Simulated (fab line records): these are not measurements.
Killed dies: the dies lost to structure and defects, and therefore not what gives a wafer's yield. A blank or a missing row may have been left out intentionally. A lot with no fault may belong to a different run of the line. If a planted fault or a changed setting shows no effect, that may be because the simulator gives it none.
fab line records	flow n5_finfet
record lots=7	wafers=21
route steps=1938 shown BEOL_M6@1239 BEOL_M7@1266 BEOL_M8@1350
start_h: hours from the record's opening day to when the first of the lot's shown wafers began	wait_h: time in hours since the lot's previous step	" same as the row above	L1.1+2: one row covering several wafers at once	- value missing, or start not given	* or withheld: withheld	< > ~ a bound
route shown NAME@n: names a module that has steps shown in the file, with the first one's number in the route	usual: mean and standard deviation over wafers with no fault	same: alike in all rows	chamber/n: place in a boat	sites: each site's reading	_std_site: standard deviation across them	_edge_site: inner sites' mean taken away from outer sites' mean	radius_mm: how far each site lies from the wafer's centre	mask NAME#n: copy n	behind: the most recent tool/chamber to have shaped the wafer	hold: why the lot went on hold/how many hours it stayed there/how the hold came to an end	device: names the non-switching transistor (n, p or np)	end of line: at the end of the route, the tests of the same wafers	a step without rows: its recipe alone	killed: at the first sort, the dies lost to defects and structure; wafer yield is something else	map: a wafer's dies, marking killed ones x, the rest . and places with no die _
set.NAME: the setting that was run; set.NAME@STEP: the one run at that earlier step	model.NAME: the simulator's own value behind a step, which no gauge read
lots where settings were altered on purpose, with a table for each step and a row for each wafer
## steps
# step N5_BEOL_M6_TRENCH_ETCH_37
# recipe chemistry=C4F6/O2	target_depth_a=944.35	target=SiCOH_lowk	time_s=31.5	ion_energy_ev=250	pressure_mtorr=30	source_w=345	bias_w=185	Ar_flow_sccm=300	C4F6_flow_sccm=10	O2_flow_sccm=10
# usual rf_vpp_V=664/11
lot.wafer	tool	chamber	start_h	wait_h	set.source_w	rf_vpp_V	model.BEOL_M6.feature_depth_nm	model.etch.depth_nm
L077.1	rie_diel-04	0	-	-	291.9	740	89.2	89.18
L077.3	"	3	"	"	345	660	93.4	93.38
L077.4	"	3	"	"	345	662	93.8	93.79
L080.1	rie_diel-02	0	-	-	395.9	611	99.8	99.86
L080.3	"	1	"	"	345	665	94.6	94.62
L080.4	"	1	"	"	395.9	620	100.8	100.7
L082.1	rie_diel-02	1	-	-	389	626	100	99.99
L082.4	"	1	"	"	389	626	100	100.1
L082.6	"	3	"	"	345	668	96.6	96.68
L086.2	rie_diel-02	2	-	-	296.5	704	90.4	90.39
L086.4	"	0	"	"	345	655	93.6	93.56
L086.6	"	2	"	"	296.5	704	89.2	89.25
L091.1	rie_diel-01	3	-	-	345	659	93.6	93.54
L091.2	"	2	"	"	345	683	95	94.92
L091.3	"	1	"	"	345	674	95.6	95.67
L094.3	rie_diel-04	2	-	-	345	652	92.8	92.86
L094.5	"	3	"	"	345	661	93.4	93.38
L094.6	"	2	"	"	345	651	93	93.02
L095.2	rie_diel-02	0	-	-	345	654	94.4	94.33
L095.3	"	2	"	"	345	652	95.4	95.3
L095.6	"	3	"	"	345	666	97	96.93
# step N5_BEOL_M6_ETCH_41
# recipe chemistry=CH3F/O2	target=SiCN	target_depth_a=297	taper_deg=2	time_s=52	ion_energy_ev=120	mask_material=TiN	pressure_mtorr=30	source_w=395	bias_w=75	Ar_flow_sccm=150	CH3F_flow_sccm=30	O2_flow_sccm=20
# step N5_BEOL_M6_STRIP_80
# recipe chemistry=N2/H2	time_s=10	power_w=450	temp_c=40	pressure_mtorr=20	rf_frequency_hz=6e+07	bias_power_w=7	n2_flow_sccm=200	h2_flow_sccm=200
# step N5_BEOL_M6_OCD_MEAS_38
# usual trench_depth_nm=94.6/1.8
lot.wafer	tool	chamber	start_h	wait_h	set.source_w@BEOL_M6_TRENCH_ETCH_37	trench_depth_nm
L077.1	ocd-02	-	231.74	-	291.9	89.3
L077.3	"	-	"	"	345	93.4
L077.4	"	-	"	"	345	93.6
L080.1	ocd-01	-	253.14	-	395.9	99.5
L080.3	"	-	"	"	345	94.2
L080.4	"	-	"	"	395.9	101.1
L082.1	ocd-02	-	254.71	-	389	100.0
L082.4	"	-	"	"	389	100.2
L082.6	"	-	"	"	345	96.7
L086.2	ocd-01	-	284.08	-	296.5	90.2
L086.4	"	-	"	"	345	93.9
L086.6	"	-	"	"	296.5	89.0
L091.1	ocd-01	-	302.07	-	345	93.7
L091.2	"	-	"	"	345	95.0
L091.3	"	-	"	"	345	96.2
L094.3	ocd-02	-	321.10	-	345	93.0
L094.5	"	-	"	"	345	93.8
L094.6	"	-	"	"	345	93.2
L095.2	ocd-02	-	322.87	-	345	94.2
L095.3	"	-	"	"	345	96.1
L095.6	"	-	"	"	345	96.7
# step N5_BEOL_M6_HM_STRIP_39
# recipe chemistry=peroxide_tin_strip	material=TiN	target_depth_a=250	temp_c=50	time_s=158
# step N5_BEOL_M6_SRD_40
# recipe time_s=30	temp_c=23	rinse_liquid=diw	dry=ipa_marangoni
# step N5_BEOL_M6_ECD_50
# recipe material=Cu	target_thk_a=3000
# step N5_BEOL_M6_ANNEAL_51
# recipe temp_c=225	time_s=90	ambient=N2
# step N5_BEOL_M6_CMP_52
# recipe stop_on=SiCOH_lowk	t_overpolish_s=6.9	down_force_psi=1	platen_rpm=50	clearing_platen_down_force_psi=1.5	clearing_platen_rpm=50	post_cmp_clean=cu_alkaline	target_thk_nm=80	clearing_platen_pad_velocity_m_s=0.99484	pad_velocity_m_s=0.99484
lot.wafer	tool	chamber	start_h	wait_h	set.source_w@BEOL_M6_TRENCH_ETCH_37	model.Cu_of_BEOL_M6_ECD_50.thk_nm
L077.4	cmp-04	0	234.10	0.4	345	79.4
L077.1	"	1	"	"	291.9	73.6
L077.3	"	2	"	"	345	80
L080.3	cmp-04	2	256.67	0.3	345	78.6
L080.4	"	0	"	"	395.9	84.8
L080.1	"	1	"	"	395.9	83.4
L082.4	cmp-04	3	258.43	0.4	389	85.8
L082.1	"	0	"	"	389	83.8
L082.6	"	3	"	"	345	81.4
L086.4	cmp-04	3	286.99	0.2	345	78
L086.2	"	0	"	"	296.5	75.6
L086.6	"	2	"	"	296.5	75.4
L091.2+3	cmp-02	0,2	304.15	0.2	345	79.2
L091.1	"	1	"	"	345	78.4
L094.3	cmp-04	1	324.16	0.2	345	77.8
L094.6	"	3	"	"	345	78
L094.5	"	0	"	"	345	79
L095.3	cmp-04	0	326.60	0.4	345	80.8
L095.2	"	2	"	"	345	79.2
L095.6	"	0	"	"	345	81.6
# step N5_BEOL_M6_THK_MEAS_53
# recipe thk_meas_gauge=xrf	reads=Cu_of_BEOL_M6_ECD_50
# usual M6_THK=79.6/2.3
lot.wafer	tool	chamber	start_h	wait_h	set.source_w@BEOL_M6_TRENCH_ETCH_37	M6_THK[nm]
L077.1	film_metro-02	-	234.40	-	291.9	73.3
L077.3	"	-	"	"	345	79.2
L077.4	"	-	"	"	345	78.4
L080.1	film_metro-02	-	256.96	-	395.9	83.8
L080.3	"	-	"	"	345	78.9
L080.4	"	-	"	"	395.9	85.0
L082.1	film_metro-02	-	258.73	-	389	83.7
L082.4	"	-	"	"	389	85.9
L082.6	"	-	"	"	345	81.5
L086.2	film_metro-02	-	287.25	-	296.5	76.1
L086.4	"	-	"	"	345	78.2
L086.6	"	-	"	"	296.5	75.9
L091.1	film_metro-02	-	304.45	-	345	79.4
L091.2	"	-	"	"	345	80.2
L091.3	"	-	"	"	345	80.0
L094.3	film_metro-02	-	324.38	-	345	77.5
L094.5	"	-	"	"	345	78.3
L094.6	"	-	"	"	345	77.5
L095.2	film_metro-01	-	326.86	-	345	78.9
L095.3	"	-	"	"	345	80.5
L095.6	"	-	"	"	345	81.4
# step N5_BEOL_M6_PRE_CLEAN_55
# recipe gas=NH3	time_s=15	temp_c=withheld	rf_power_w=300
# step N5_BEOL_M6_DEP_56
# recipe material=SiCN	target_thk_a=100	temp_c=withheld	precursor=3MS/NH3	pressure_torr=3	rf_w=202	time_s=17.5
# step N5_BEOL_M6_RS_MEAS_57
# recipe thk_meas_gauge=four-point-probe	reads=Cu_of_BEOL_M6_ECD_50+Co_of_BEOL_M6_CVD_78+TaN_of_BEOL_M6_ALD_77
# usual M6_RS=0.287/0.0091
lot.wafer	tool	chamber	start_h	wait_h	set.source_w@BEOL_M6_TRENCH_ETCH_37	M6_RS[ohm/sq]
L077.1	film_metro-01	-	234.53	0.1	291.9	0.315
L077.3	"	-	"	"	345	0.286
L077.4	"	-	"	"	345	0.289
L080.1	film_metro-01	-	257.09	0.1	395.9	0.272
L080.3	"	-	"	"	345	0.292
L080.4	"	-	"	"	395.9	0.267
L082.1	film_metro-02	-	258.86	0.1	389	0.271
L082.4	"	-	"	"	389	0.264
L082.6	"	-	"	"	345	0.280
L086.2	film_metro-02	-	287.38	0.1	296.5	0.306
L086.4	"	-	"	"	345	0.294
L086.6	"	-	"	"	296.5	0.307
L091.1	film_metro-02	-	304.58	0.1	345	0.292
L091.2	"	-	"	"	345	0.289
L091.3	"	-	"	"	345	0.289
L094.3	film_metro-01	-	324.54	0.1	345	0.295
L094.5	"	-	"	"	345	0.289
L094.6	"	-	"	"	345	0.295
L095.2	film_metro-02	-	327.02	0.1	345	0.289
L095.3	"	-	"	"	345	0.282
L095.6	"	-	"	"	345	0.279
# step N5_BEOL_M7_PECVD_70
# recipe material=SiO2	target_thk_a=200	temp_c=400	precursor=TEOS/O2	pressure_torr=5.5	rf_w=450	teos_flow_sccm=53.8	gas=O2	flow_sccm=3000	time_s=22.7
lot.wafer	tool	chamber	start_h	wait_h	set.temp_c	model.SiO2_of_BEOL_M7_PECVD_70.thk_nm
L077.1	pecvd-04	2	235.21	0.0	393.1	20.8
L077.3	"	0	"	"	393.1	20.6
L077.4	"	1	"	"	393.1	21.2
L080.1	pecvd-03	1	257.77	0.0	384.6	21.8
L080.3	"	0	"	"	400	19.8
L080.4	"	1	"	"	400	20
L082.1	pecvd-01	2	259.54	0.0	405	19
L082.4	"	0	"	"	400	19.8
L082.6	"	2	"	"	405	19.2
L086.2+4	pecvd-01	1,0	288.05	0.0	400	20.2
L086.6	"	1	"	"	408.8	18.6
L091.1+3	pecvd-04	1,2	305.26	0.0	400	19.6
L091.2	"	0	"	"	400	19.4
L094.3	pecvd-01	1	325.43	0.1	415.1	18.4
L094.5	"	0	"	"	400	19.8
L094.6	"	1	"	"	415.1	18.6
L095.2	pecvd-01	0	328.20	0.0	400	19.8
L095.3	"	1	"	"	400	20.4
L095.6	"	1	"	"	388.4	22
# step N5_BEOL_M7_COAT_59
# recipe resist=SOC	temp_c=250	time_s=60	spin_rpm=1500	resist_thk_nm=100
lot.wafer	tool	chamber	start_h	wait_h	set.spin_rpm	model.SOC_of_BEOL_M7_COAT_59.thk_nm
L077.1	litho_track-04	0	236.24	0.1	1580	97.6
L077.3	"	0	"	"	1500	100.6
L077.4	"	0	"	"	1580	98
L080.1	litho_track-04	0	258.54	0.1	1500	100.4
L080.3	"	0	"	"	1356	105.6
L080.4	"	0	"	"	1356	105.4
L082.1	litho_track-03	0	261.26	0.1	1647	95.4
L082.4	"	0	"	"	1500	99.4
L082.6	"	0	"	"	1500	99.6
L086.2+6	litho_track-01	0	290.45	0.1	1500	99.8
L086.4	"	0	"	"	1500	100.4
L091.1+2+3	litho_track-04	0	306.23	0.1	1500	100
L094.3	litho_track-04	0	326.23	0.1	1637	96
L094.5	"	0	"	"	1500	100
L094.6	"	0	"	"	1637	95.8
L095.2+6	litho_track-04	0	329.86	0.1	1336	105.8
L095.3	"	0	"	"	1500	100.2
# step N5_BEOL_M7_COAT_60
# recipe resist=SiARC	temp_c=220	time_s=60	spin_rpm=1500	resist_thk_nm=35
# step N5_BEOL_M7_COAT_05
# recipe resist=CAR-ArF	spin_rpm=1500	resist_thk_nm=90
# step N5_BEOL_M7_DESCUM_16
# recipe chemistry=O2	time_s=7.9	source_power_w=50	bias_power_w=20	pressure_mtorr=20	rf_frequency_hz=2.712e+07	temp_c=40	resist=CAR-ArF	o2_flow_sccm=225
# step N5_BEOL_M7_ETCH_61
# recipe chemistry=CF4	target=SiARC	target_depth_a=455	mask_material=CAR-ArF	time_s=75.8	ion_energy_ev=80	pressure_mtorr=40	source_w=545	bias_w=36	Ar_flow_sccm=100	cf4_flow_sccm=100	ends=cleared
# step N5_BEOL_M7_ETCH_62
# recipe chemistry=N2/H2	target=SOC	target_depth_a=1100	overetch_a=220	mask_material=SiARC	temp_c=40	time_s=165	ion_energy_ev=200	pressure_mtorr=30	source_w=840	bias_w=150	n2_flow_sccm=200	h2_flow_sccm=200
lot.wafer	tool	chamber	start_h	wait_h	set.spin_rpm@BEOL_M7_COAT_59	model.etch.depth_nm
L077.1	rie_diel-06	0	237.29	0.0	1580	97.69
L077.3	"	2	"	"	1500	100.6
L077.4	"	1	"	"	1580	97.92
L080.1	rie_diel-05	0	259.09	0.0	1500	100.3
L080.3+4	"	1,3	"	"	1356	105.5
L082.1	rie_diel-05	3	261.85	0.0	1647	95.33
L082.4	"	2	"	"	1500	99.44
L082.6	"	2	"	"	1500	99.56
L086.2	rie_diel-06	3	291.00	0.0	1500	99.85
L086.4	"	1	"	"	1500	100.3
L086.6	"	2	"	"	1500	99.86
L091.1	rie_diel-06	0	306.70	0.0	1500	99.98
L091.2	"	1	"	"	1500	100.1
L091.3	"	2	"	"	1500	100
L094.3	rie_diel-05	2	326.78	0.0	1637	95.92
L094.5	"	3	"	"	1500	99.96
L094.6	"	0	"	"	1637	95.79
L095.2	rie_diel-03	0	330.76	0.0	1336	105.9
L095.3	"	2	"	"	1500	100.1
L095.6	"	2	"	"	1336	105.7
# step N5_BEOL_M7_STRIP_68
# recipe chemistry=N2/H2	temp_c=40	n2_flow_sccm=200	h2_flow_sccm=200	rf_frequency_hz=6e+07
# step N5_BEOL_M7_STRIP_67
# recipe chemistry=CF4	resist=SiARC	power_w=300	bias_power_w=75	pressure_mtorr=50	cf4_flow_sccm=150	rf_frequency_hz=6e+07
# step N5_BEOL_M7_HM_OPEN_17
# recipe chemistry=Cl2/BCl3	target_depth_a=200	overetch_a=60	target=TiN	mask_material=SOC	ion_energy_ev=150	pressure_mtorr=10	icp_w=1000	bias_w=126	Cl2_flow_sccm=53.25	bcl3_flow_sccm=21.75	Ar_flow_sccm=25
lot.wafer	tool	chamber	start_h	wait_h	set.spin_rpm@BEOL_M7_COAT_59	model.SOC_of_BEOL_M7_COAT_59.thk_nm
L077.1+4	rie_metal-02	1,0	237.48	0.0	1580	90.2
L077.3	"	1	"	"	1500	93
L080.1	rie_metal-02	1	259.28	0.0	1500	92.8
L080.3+4	"	0,1	"	"	1356	97.8
L082.1	rie_metal-02	1	262.04	0.0	1647	87.8
L082.4+6	"	1,0	"	"	1500	91.8
L086.2+6	rie_metal-03	0	291.19	0.0	1500	91.6
L086.4	"	1	"	"	1500	92.4
L091.1	rie_metal-02	1	306.89	0.0	1500	92.2
L091.2+3	"	0,1	"	"	1500	92.4
L094.3	rie_metal-03	0	327.00	0.1	1637	87.8
L094.5	"	1	"	"	1500	92.2
L094.6	"	0	"	"	1637	87.6
L095.2	rie_metal-01	1	330.95	0.0	1336	98.2
L095.3	"	1	"	"	1500	92.4
L095.6	"	1	"	"	1336	98
# step N5_BEOL_M7_STRIP_19
# recipe chemistry=O2	power_w=400	temp_c=40	pressure_mtorr=30	rf_frequency_hz=6e+07	bias_power_w=0	overash_fraction=0.2	o2_flow_sccm=225
# step N5_BEOL_M7_STRIP_80
# recipe chemistry=N2/H2	time_s=10	power_w=450	temp_c=40	pressure_mtorr=20	rf_frequency_hz=6e+07	bias_power_w=7	n2_flow_sccm=200	h2_flow_sccm=200
# step N5_BEOL_M7_HM_STRIP_39
# recipe chemistry=peroxide_tin_strip	material=TiN	target_depth_a=250	temp_c=50	time_s=158
lot.wafer	tool	chamber	start_h	wait_h	set.temp_c@BEOL_M7_PECVD_70	model.SiO2_of_BEOL_M7_PECVD_70.thk_nm
L077.1	wet_bench-06	2	239.45	0.0	393.1	20.6
L077.3	"	6	"	"	393.1	20.4
L077.4	"	7	"	"	393.1	21.2
L080.1	wet_bench-05	2	261.92	0.0	384.6	21.6
L080.3	"	7	"	"	400	19.6
L080.4	"	6	"	"	400	20
L082.1	wet_bench-05	1	263.57	0.0	405	18.8
L082.4	"	3	"	"	400	19.6
L082.6	"	6	"	"	405	19
L086.2+4	wet_bench-04	2,5	292.51	0.0	400	20.2
L086.6	"	1	"	"	408.8	18.6
L091.1+3	wet_bench-04	0,6	312.69	0.0	400	19.4
L091.2	"	3	"	"	400	19.2
L094.3	wet_bench-06	2	330.99	0.0	415.1	18.2
L094.5	"	7	"	"	400	19.8
L094.6	"	6	"	"	415.1	18.4
L095.2	wet_bench-05	1	334.46	0.0	400	19.6
L095.3	"	2	"	"	400	20.4
L095.6	"	0	"	"	388.4	21.8
# step N5_BEOL_M8_ETCH_62
# recipe chemistry=N2/H2	target=SOC	target_depth_a=1100	overetch_a=220	mask_material=SiARC	temp_c=40	time_s=165	ion_energy_ev=200	pressure_mtorr=30	source_w=840	bias_w=150	n2_flow_sccm=200	h2_flow_sccm=200
# usual rf_vpp_V=524.6/2.7
lot.wafer	tool	chamber	start_h	wait_h	set.source_w	rf_vpp_V
L077.1	rie_diel-01	0	248.19	0.0	840	522.7
L077.3	"	2	"	"	933.3	510.9
L077.4	"	3	"	"	933.3	509.4
L080.1	rie_diel-01	3	268.28	0.0	713.2	556.6
L080.3	"	0	"	"	713.2	553.7
L080.4	"	1	"	"	840	521.9
L082.1	rie_diel-01	2	270.29	0.0	840	526.8
L082.4	"	1	"	"	728.9	548.2
L082.6	"	2	"	"	840	527.2
L086.2	rie_diel-04	1	297.78	0.0	915.6	510.7
L086.4	"	0	"	"	840	528.0
L086.6	"	1	"	"	915.6	511.0
L091.1	rie_diel-01	0	317.21	0.0	840	524.2
L091.2	"	3	"	"	840	527.6
L091.3	"	2	"	"	840	527.9
L094.3	rie_diel-02	3	335.80	0.0	840	523.6
L094.5	"	2	"	"	840	528.3
L094.6	"	1	"	"	840	520.5
L095.2	rie_diel-01	2	339.19	0.0	736.7	552.2
L095.3	"	1	"	"	736.7	546.7
L095.6	"	0	"	"	840	521.5
## key
split step=N5_BEOL_M6_TRENCH_ETCH_37	setting=source_w	stated=345	by=wafer
response step=N5_BEOL_M6_TRENCH_ETCH_37	reading=rf_vpp_V	change=-3.89	per=1%	r=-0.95
response step=N5_BEOL_M6_TRENCH_ETCH_37	reading=model.BEOL_M6.feature_depth_nm	change=+0.305	per=1%	r=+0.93
response step=N5_BEOL_M6_TRENCH_ETCH_37	reading=model.etch.depth_nm	change=+0.302	per=1%	r=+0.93
response step=N5_BEOL_M6_OCD_MEAS_38	reading=trench_depth_nm	change=+0.316	per=1%	r=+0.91
response step=N5_BEOL_M6_CMP_52	reading=model.Cu_of_BEOL_M6_ECD_50.thk_nm	change=+0.311	per=1%	r=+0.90
response step=N5_BEOL_M6_THK_MEAS_53	reading=M6_THK	change=+0.294	per=1%	r=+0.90
response step=N5_BEOL_M6_RS_MEAS_57	reading=M6_RS	change=-0.00136	per=1%	r=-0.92
split step=N5_BEOL_M7_PECVD_70	setting=temp_c	stated=400	by=wafer
response step=N5_BEOL_M7_PECVD_70	reading=model.SiO2_of_BEOL_M7_PECVD_70.thk_nm	change=-0.504	per=1%	r=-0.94
response step=N5_BEOL_M7_HM_STRIP_39	reading=model.SiO2_of_BEOL_M7_PECVD_70.thk_nm	change=-0.506	per=1%	r=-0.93
split step=N5_BEOL_M7_COAT_59	setting=spin_rpm	stated=1500	by=wafer
response step=N5_BEOL_M7_COAT_59	reading=model.SOC_of_BEOL_M7_COAT_59.thk_nm	change=-0.483	per=1%	r=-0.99
response step=N5_BEOL_M7_ETCH_62	reading=model.etch.depth_nm	change=-0.487	per=1%	r=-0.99
response step=N5_BEOL_M7_HM_OPEN_17	reading=model.SOC_of_BEOL_M7_COAT_59.thk_nm	change=-0.49	per=1%	r=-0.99
split step=N5_BEOL_M8_ETCH_62	setting=source_w	stated=840	by=wafer
response step=N5_BEOL_M8_ETCH_62	reading=rf_vpp_V	change=-1.87	per=1%	r=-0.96
